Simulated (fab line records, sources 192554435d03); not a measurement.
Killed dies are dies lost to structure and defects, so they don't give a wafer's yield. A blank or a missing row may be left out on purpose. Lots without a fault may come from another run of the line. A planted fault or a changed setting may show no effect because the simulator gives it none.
Chamber matching | flow n5_finfet | N5_BEOL_M6_DEP_56 on pecvd-02: 3 sister chambers
The step deposits SiCN from 3MS/NH3, target thk 10 nm, time 17.5 s. 6 wafers are shown with their chamber, then 12 later ones without.

WAFERS WITH THEIR CHAMBER
wafer  | chamber | showerhead_plenum_p_Torr (Torr) | throttle_valve_pct (%)
L077.4 | 0       | 3.645                           | 8.8
L082.4 | 0       | 3.663                           | 9.1
L082.6 | 2       | 3.644                           | 8.7
L081.3 | 1       | 3.686                           | 9.2
L081.5 | 1       | 3.686                           | 9.1
L081.6 | 2       | 3.648                           | 8.7

WAFERS WITHOUT THEIR CHAMBER
wafer  | showerhead_plenum_p_Torr (Torr) | throttle_valve_pct (%)
L089.1 | 3.661                           | 8.9
L089.2 | 3.687                           | 9.2
L089.3 | 3.655                           | 8.8
L089.4 | 3.650                           | 9.0
L089.5 | 3.667                           | 8.9
L089.6 | 3.689                           | 9.2
L091.3 | 3.654                           | 8.9
L091.5 | 3.634                           | 8.8
L091.6 | 3.689                           | 9.3
L093.2 | 3.642                           | 8.7
L093.3 | 3.672                           | 9.0
L093.5 | 3.641                           | 8.7

WHICH CHAMBER EACH WENT THROUGH
wafer  | from the rows above          | in truth
L089.1 | can't be placed: 0 or 2      | 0
L089.2 | 1                            | 1
L089.3 | can't be placed: 0 or 2      | 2
L089.4 | can't be placed: 0 or 2      | 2
L089.5 | can't be placed: 0 or 1 or 2 | 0
L089.6 | 1                            | 1
L091.3 | can't be placed: 0 or 2      | 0
L091.5 | can't be placed: 2 or 0      | 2
L091.6 | 1                            | 1
L093.2 | can't be placed: 2 or 0      | 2
L093.3 | can't be placed: 1 or 0 or 2 | 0
L093.5 | can't be placed: 2 or 0      | 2
Placed correctly: 3 of 12. Can't be placed from these rows: 9 (the true chamber is among the candidates in 9). Placed wrongly: 0.
How it was worked out, from the rows above alone: a wafer's distance from a chamber is the root of the sum, over the readings, of the square of ((its reading less the chamber's mean) divided by the reading's scatter). The wafer belongs to the nearest chamber; if the next one is less than 2 further off, it can't be placed. A chamber's mean is the mean of its shown wafers. The scatter: the root of (the sum of the squares of (reading less its chamber's mean) over the shown wafers, divided by (wafers less chambers)).
